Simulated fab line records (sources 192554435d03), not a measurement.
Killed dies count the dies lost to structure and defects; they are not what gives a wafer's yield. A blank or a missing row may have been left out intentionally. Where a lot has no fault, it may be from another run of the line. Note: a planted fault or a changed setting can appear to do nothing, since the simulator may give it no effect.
Split-lot trial ; flow n5 finfet ; route with 1938 steps; 7 lots, 21 wafers read

ABOUT THE SPLIT
At N5_BEOL_M14_ILD_DEP_00 (deposits SiO2 from TEOS/O2, target thk 1119.3 nm, time 237.4 s), the setting time s was moved away from the recipe's 237.4 s on 8 of the 21 wafers read, by +4.7% to +14.4%. The other wafers ran this setting at the recipe's value.

Split to reading: the file shows no intervening step.

THE READING
Values of M14_ILD_THK in nm from N5_BEOL_M14_THK_MEAS_01. On this fab line, fault-free wafers typically give 1120 nm with a standard deviation of 17 nm.

wafer;tool, chamber at the split;time s as run, s;against the recipe;M14_ILD_THK, nm;against lot-mates on the recipe
L075.1;pecvd-01, 1;237.4;recipe;1105;-
L075.2;pecvd-01, 0;237.4;recipe;1110;-
L075.5;pecvd-01, 1;268.7;+13.2%;1275;+168
L079.2;pecvd-04, 1;237.4;recipe;1138;-
L079.3;pecvd-04, 0;265.7;+11.9%;1248;+114
L079.4;pecvd-04, 0;237.4;recipe;1131;-
L078.1;pecvd-04, 2;237.4;recipe;1109;-
L078.2;pecvd-04, 0;237.4;recipe;1115;-
L078.5;pecvd-04, 0;237.4;recipe;1129;-
L085.1;pecvd-03, 0;265.7;+11.9%;1258;+120
L085.5;pecvd-03, 1;237.4;recipe;1138;-
L085.6;pecvd-03, 0;265.7;+11.9%;1283;+145
L090.2;pecvd-03, 0;271.7;+14.4%;1253;+135
L090.5;pecvd-03, 0;237.4;recipe;1118;-
L090.6;pecvd-03, 1;271.7;+14.4%;1277;+159
L096.1;pecvd-03, 2;251.1;+5.8%;1197;+60
L096.4;pecvd-03, 2;237.4;recipe;1149;-
L096.6;pecvd-03, 0;237.4;recipe;1126;-
L097.1;pecvd-03, 2;248.6;+4.7%;1162;+52
L097.2;pecvd-03, 1;237.4;recipe;1097;-
L097.4;pecvd-03, 0;237.4;recipe;1123;-

FIT RESULTS
A straight line over all 21 wafers: M14_ILD_THK changes by +11 nm for each +1% of time s; r = +0.97; the points scatter about the line by 16 nm.
The same after taking each lot's own level away (the mean of its wafers on the recipe; 21 wafers): +10.8 nm for each +1%; r = +0.98; scatter 12 nm.
On that fit, the largest move of time s shifts the reading by 1.6e+02 nm.
The lots' own levels span 1107.5 to 1138.0 nm, that is 1.8 times the standard deviation above.
So the lot-to-lot level changes the slope little: the two slopes agree.
Check: with one of the wafers moved furthest among these (+14.4%) left out of the fit, the line predicts +161 nm for it against its lot-mates. Against them it came out at +135 nm.

THE WHOLE CHAIN: every reading that the file lists as answering this split, in the file's order
step;what it does;reading;change (the file's fit);r (the file's)
N5_BEOL_M14_ILD_DEP_00;deposits SiO2 from TEOS/O2, target thk 1119.3 nm, time 237.4 s;SiO2_of_BEOL_M14_ILD_DEP_00.thk nm (the simulator's own value, which no gauge read);+10.9 nm for each +1% of the setting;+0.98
N5_BEOL_M14_THK_MEAS_01;;M14_ILD_THK;+10.9 for each +1% of the setting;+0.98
N5_BEOL_M14_VIA_ETCH_16;etches SiO2 in C4F8/O2/Ar, target depth 1231.3 nm;etch.depth nm (the simulator's own value, which no gauge read);+10.9 nm for each +1% of the setting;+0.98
N5_BEOL_M14_VIA_ETCH_16;etches SiO2 in C4F8/O2/Ar, target depth 1231.3 nm;coat_of_BEOL_M14_COAT_04.thk nm (the simulator's own value, which no gauge read);-2.59 nm for each +1% of the setting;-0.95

FILE'S OWN FIT
M14_ILD_THK changes by +10.9 nm for each +1% of time s, r = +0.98.
